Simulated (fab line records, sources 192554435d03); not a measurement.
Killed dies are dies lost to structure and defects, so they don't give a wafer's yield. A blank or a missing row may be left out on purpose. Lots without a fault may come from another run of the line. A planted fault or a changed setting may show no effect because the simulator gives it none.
A struck lot beside a sound one | flow n5_finfet | 36 steps out of a route of 1938
Sound: wafers L538.4, L538.5, L538.6. Struck: wafers L528.1, L528.3, L528.6. The cause comes at the end.
At each step with rows: each side's tool, then ch and its chambers, then its first start. Under that, the readings that differ: sound wafers | struck wafers | difference of the means | sigmas: that difference in standard deviations of wafers without a fault.
alike: readings whose means differ by less than 2 such deviations, and words and numbers that are the same on both sides. not compared: withheld readings, readings that some wafer has no value for, bounds like >300 that may hide the same value, and numbers for which the record gives no deviation and whose values overlap.
The two part at a step that has a row with sigmas, a row that says differs or no value, or rows on one side only. Numbers that don't overlap but have no deviation are shown without sigmas and don't part them. A reading that every wafer of one side lacks parts them only if that side has two wafers or more.

first, 9 steps without rows for these wafers: N5_BEOL_M4_ANNEAL_95 (time 240 s); N5_BEOL_M4_SPUTTER_96 (material Cu, target thk 4.5 nm, time 8.29 s); N5_BEOL_M4_ECD_50 (material Cu, target thk 300 nm); N5_BEOL_M4_ANNEAL_51 (time 90 s); N5_BEOL_M4_CMP_52 (polishes, stops on SiOC, t overpolish 6.8 s, target thk 40 nm); N5_BEOL_M4_PRE_CLEAN_60 (time 15 s); N5_BEOL_M4_CO_CAP_55 (material Co, precursor CCTBA/H2, target thk 2 nm, time 102.1 s); N5_BEOL_M4_PRE_CLEAN_56 (time 15 s); N5_BEOL_M4_DEP_57 (deposits SiCN from 3MS/NH3, target thk 8 nm, time 14 s).
N5_BEOL_M4_RC_MEAS_101:
  sound on prober-02 ch 0, day 12 04:21; struck on prober-01 ch 0, day 9 12:20
  alike: DIBL_N, DIBL_P, IOFF_N, IOFF_P, ION_N, ION_P, SS_N, SS_P, VT_N, VT_P
then, 24 steps without rows for these wafers: N5_BEOL_M5_ILD_DEP_00 (deposits SiCOH lowk from DEMS/porogen, target thk 140.64 nm, time 25.9 s); N5_BEOL_M5_CURE_79 (cures SiCOH lowk, time 240 s); N5_BEOL_M5_PECVD_70 (deposits SiO2 from TEOS/O2, target thk 16 nm, time 18 s); N5_BEOL_M5_HM_DEP_02 (deposits TiN, target thk 20 nm); N5_BEOL_M5_COAT_59 (time 60 s, resist thk 60 nm); N5_BEOL_M5_COAT_60 (time 60 s, resist thk 12 nm); N5_BEOL_M5_COAT_71 (time 60 s, resist thk 5 nm); N5_BEOL_M5_COAT_05 (resist thk 30 nm); N5_BEOL_M5_EBR_07; N5_BEOL_M5_SOFTBAKE_06 (time 60 s); N5_BEOL_M5_EXPOSE_08 (exposes mask M5, target cd 28 nm); N5_BEOL_M5_PEB_09 (peb time 60 s); N5_BEOL_M5_DEVELOP_10 (develop time 30 s); N5_BEOL_M5_DESCUM_16 (chemistry O2, time 7 s); N5_BEOL_M5_ETCH_72 (etches underlayer in N2/H2, target depth 6.5 nm, time 5.2 s); N5_BEOL_M5_ETCH_61 (etches SiARC in CF4, target depth 15.6 nm, time 26 s); N5_BEOL_M5_ETCH_62 (etches SOC in N2/H2, target depth 75 nm, overetch 15 nm, time 112.5 s); N5_BEOL_M5_STRIP_63 (strips in N2/H2); N5_BEOL_M5_STRIP_73 (strips in N2/H2); N5_BEOL_M5_STRIP_64 (strips in CF4); N5_BEOL_M5_HM_OPEN_17 (chemistry Cl2/BCl3, target TiN, target depth 20 nm, overetch 6 nm); N5_BEOL_M5_STRIP_19 (strips in O2); N5_BEOL_M5_COAT_65 (time 60 s, resist thk 60 nm); N5_BEOL_M5_COAT_66 (time 60 s, resist thk 12 nm).
-- the record jumps here: 4 days lie between the struck wafers' starts before and after (it left off in module BEOL_M5 and takes up again in module MIM_TOP_ETCH, whose first step shown is number 1851 of the route) --
N5_MIM_TOP_ETCH_ETCH_00: etches TiN in Cl2/BCl3, target depth 38.5 nm.
  sound on rie_metal-02 ch 0,1, day 16 08:46; struck on rie_metal-02 ch 1, day 13 05:19
  no value came back on the struck wafers for any of 6 readings (bcl3_flow_sccm (sccm), bias_w (W) and others); on the sound wafers bcl3_flow_sccm (sccm) reads 21.86 21.88 21.79
  not compared: rf_hours_counter_h, model.coat_of_MIM_TOP_LITHO_COAT_02.thk_nm
N5_PASSIVATION_PROBE_49:
  the record has rows for the struck wafers here (prober-01, day 13 15:19) and none for the sound ones

WHERE THEY PART
First at N5_MIM_TOP_ETCH_ETCH_00; last, within this record, at N5_PASSIVATION_PROBE_49.

WHY: what the simulator had put in
Skipped step whole: rie_metal-02, from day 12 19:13 on, at N5_MIM_TOP_ETCH_ETCH_00. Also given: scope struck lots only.
